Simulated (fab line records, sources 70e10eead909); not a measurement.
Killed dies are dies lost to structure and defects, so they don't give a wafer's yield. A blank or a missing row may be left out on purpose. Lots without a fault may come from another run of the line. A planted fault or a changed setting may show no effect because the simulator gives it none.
Chamber matching | flow nand_harc | NHARC_A_STAIRCASE_ETCH_292 on rie_diel-07: 4 sister chambers
The step etches the open film in CF4/CHF3. 14 wafers are shown with their chamber, then 7 later ones without.

WAFERS WITH THEIR CHAMBER
wafer  | chamber | showerhead_plenum_p_Torr (Torr) | rf_vpp_V (V) | oes_product_au (a.u.)
L078.1 | 3       | 1.59                            | 370.7        | 0.959
L078.5 | 2       | 1.55                            | 370.2        | 0.990
L078.6 | 3       | 1.59                            | 370.5        | 0.956
L079.1 | 2       | 1.55                            | 371.0        | 0.987
L079.2 | 3       | 1.59                            | 369.7        | 0.989
L079.6 | 1       | 1.60                            | 371.9        | 0.948
L080.1 | 2       | 1.55                            | 370.5        | 0.991
L080.3 | 0       | 1.69                            | 375.5        | 0.952
L080.5 | 3       | 1.59                            | 370.7        | 0.989
L087.1 | 2       | 1.55                            | 369.8        | 0.955
L087.4 | 1       | 1.60                            | 371.5        | 0.930
L087.6 | 2       | 1.55                            | 370.2        | 0.950
L086.1 | 0       | 1.69                            | 374.4        | 0.945
L086.2 | 3       | 1.58                            | 370.9        | 0.938

SIGNATURES (means of the wafers above)
reading                  | chamber 0 | chamber 1 | chamber 2 | chamber 3 | scatter within a chamber
showerhead_plenum_p_Torr | 1.6900    | 1.6000    | 1.5500    | 1.5880    | 0.00283
rf_vpp_V                 | 374.950   | 371.700   | 370.340   | 370.500   | 0.485
oes_product_au           | 0.94850   | 0.93900   | 0.97460   | 0.96620   | 0.0196
Rule: a wafer's distance from a chamber is the root of the sum, over the readings, of the square of ((its reading less the chamber's mean) divided by the reading's scatter). The wafer belongs to the nearest chamber; if the next one is less than 2 further off, it can't be placed. The scatter: the root of (the sum of the squares of (reading less its chamber's mean) over the shown wafers, divided by (wafers less chambers)).

WAFERS WITHOUT THEIR CHAMBER
wafer  | showerhead_plenum_p_Torr (Torr) | rf_vpp_V (V) | oes_product_au (a.u.)
L086.5 | 1.60                            | 371.7        | 0.953
L088.2 | 1.69                            | 375.3        | 0.920
L088.3 | 1.58                            | 370.1        | 0.916
L088.6 | 1.55                            | 369.7        | 0.929
L091.4 | 1.69                            | 373.5        | 0.935
L091.5 | 1.60                            | 371.8        | 0.947
L091.6 | 1.55                            | 370.3        | 0.956

WHICH CHAMBER EACH WENT THROUGH
wafer  | from the rows above | in truth
L086.5 | 1                   | 1
L088.2 | 0                   | 0
L088.3 | 3                   | 3
L088.6 | 2                   | 2
L091.4 | 0                   | 0
L091.5 | 1                   | 1
L091.6 | 2                   | 2
Placed correctly: 7 of 7. Can't be placed from these rows: 0. Placed wrongly: 0.
